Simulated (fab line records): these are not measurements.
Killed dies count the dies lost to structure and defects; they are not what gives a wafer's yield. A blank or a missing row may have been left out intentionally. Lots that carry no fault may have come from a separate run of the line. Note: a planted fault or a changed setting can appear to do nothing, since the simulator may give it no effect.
A struck lot beside a sound one ; flow n5-finfet ; 36 steps out of a route of 1938
Sound: these wafers, L956.1, L956.3, L956.6. Struck: wafer L965.1; the same lot's L965.3 was not struck, so it is left out; see the end for the cause.
Each step with rows lists, per side, the tool, then ch with its chambers, then its first start. Under that, the readings that differ: sound wafers ; struck wafers ; difference of the means ; sigmas: that difference in standard deviations of wafers without a fault.
alike: readings with means less than 2 such deviations apart, plus words and numbers identical on both sides. not compared: withheld readings, readings lacking a value on some wafer, bounds such as >300 that could conceal the same value, and numbers that have no deviation in the record and whose values overlap.
Wherever a step has rows on one side only, a row that says differs or no value, or a row with sigmas, the two part there. When numbers do not overlap yet have no deviation, they are printed without sigmas and do not part them. A reading that every wafer of one side lacks parts them only if that side has two wafers or more.

first, 9 steps without rows for these wafers: N5_BEOL_M4_ANNEAL_95 (time 240 s); N5_BEOL_M4_SPUTTER_96 (material Cu, target thk 4.5 nm, time 8.29 s); N5_BEOL_M4_ECD_50 (material Cu, target thk 300 nm); N5_BEOL_M4_ANNEAL_51 (time 90 s); N5_BEOL_M4_CMP_52 (polishes, stops on SiOC, t overpolish 6.8 s, target thk 40 nm); N5_BEOL_M4_PRE_CLEAN_60 (time 15 s); N5_BEOL_M4_CO_CAP_55 (material Co, precursor CCTBA/H2, target thk 2 nm, time 102.1 s); N5_BEOL_M4_PRE_CLEAN_56 (time 15 s); N5_BEOL_M4_DEP_57 (deposits SiCN from 3MS/NH3, target thk 8 nm, time 14 s).
N5_BEOL_M4_RC_MEAS_101:
  sound on prober-02 ch 0, day 10 00:46; struck on prober-02 ch 0, day 11 17:24
  alike: DIBL_N, DIBL_P, IOFF_N, IOFF_P, ION_N, ION_P, SS_N, SS_P, VT_N, VT_P
then, 24 steps without rows for these wafers: N5_BEOL_M5_ILD_DEP_00 (deposits SiCOH lowk from DEMS/porogen, target thk 140.64 nm, time 25.9 s); N5_BEOL_M5_CURE_79 (cures SiCOH lowk, time 240 s); N5_BEOL_M5_PECVD_70 (deposits SiO2 from TEOS/O2, target thk 16 nm, time 18 s); N5_BEOL_M5_HM_DEP_02 (deposits TiN, target thk 20 nm); N5_BEOL_M5_COAT_59 (time 60 s, resist thk 60 nm); N5_BEOL_M5_COAT_60 (time 60 s, resist thk 12 nm); N5_BEOL_M5_COAT_71 (time 60 s, resist thk 5 nm); N5_BEOL_M5_COAT_05 (resist thk 30 nm); N5_BEOL_M5_EBR_07; N5_BEOL_M5_SOFTBAKE_06 (time 60 s); N5_BEOL_M5_EXPOSE_08 (exposes mask M5, target cd 28 nm); N5_BEOL_M5_PEB_09 (peb time 60 s); N5_BEOL_M5_DEVELOP_10 (develop time 30 s); N5_BEOL_M5_DESCUM_16 (chemistry O2, time 7 s); N5_BEOL_M5_ETCH_72 (etches underlayer in N2/H2, target depth 6.5 nm, time 5.2 s); N5_BEOL_M5_ETCH_61 (etches SiARC in CF4, target depth 15.6 nm, time 26 s); N5_BEOL_M5_ETCH_62 (etches SOC in N2/H2, target depth 75 nm, overetch 15 nm, time 112.5 s); N5_BEOL_M5_STRIP_63 (strips in N2/H2); N5_BEOL_M5_STRIP_73 (strips in N2/H2); N5_BEOL_M5_STRIP_64 (strips in CF4); N5_BEOL_M5_HM_OPEN_17 (chemistry Cl2/BCl3, target TiN, target depth 20 nm, overetch 6 nm); N5_BEOL_M5_STRIP_19 (strips in O2); N5_BEOL_M5_COAT_65 (time 60 s, resist thk 60 nm); N5_BEOL_M5_COAT_66 (time 60 s, resist thk 12 nm).
N5_BEOL_M8_ALD_77: deposits TaN, target thk 2 nm, pulse time 2 s, purge time 3 s.
  sound on ald-metal-01 ch 1,3, day 11 15:22; struck on ald-metal-01 ch 1, day 13 05:22
reading;sound;struck;difference;sigmas
ald-cycles;40 40 40;29;-11;
model.TaN_of_BEOL_M8_ALD_77.thk-nm (nm);2 2 2;1.4;-0.6;
  alike: heater-power-outer-w, heater-power-w
-- here the record skips 3 days between the struck wafers' starts before and after, leaving off in module BEOL_M8 and picking up in module PASSIVATION (first step shown: number 1936 of the route) --
N5_PASSIVATION_PROBE_49:
  only the struck wafers here have rows in the record (prober-02, day 16 08:42); the sound ones have none

== WHERE THEY PART ==
Only at N5_PASSIVATION_PROBE_49, as far as this record shows.

WHY: whatever the simulator had introduced
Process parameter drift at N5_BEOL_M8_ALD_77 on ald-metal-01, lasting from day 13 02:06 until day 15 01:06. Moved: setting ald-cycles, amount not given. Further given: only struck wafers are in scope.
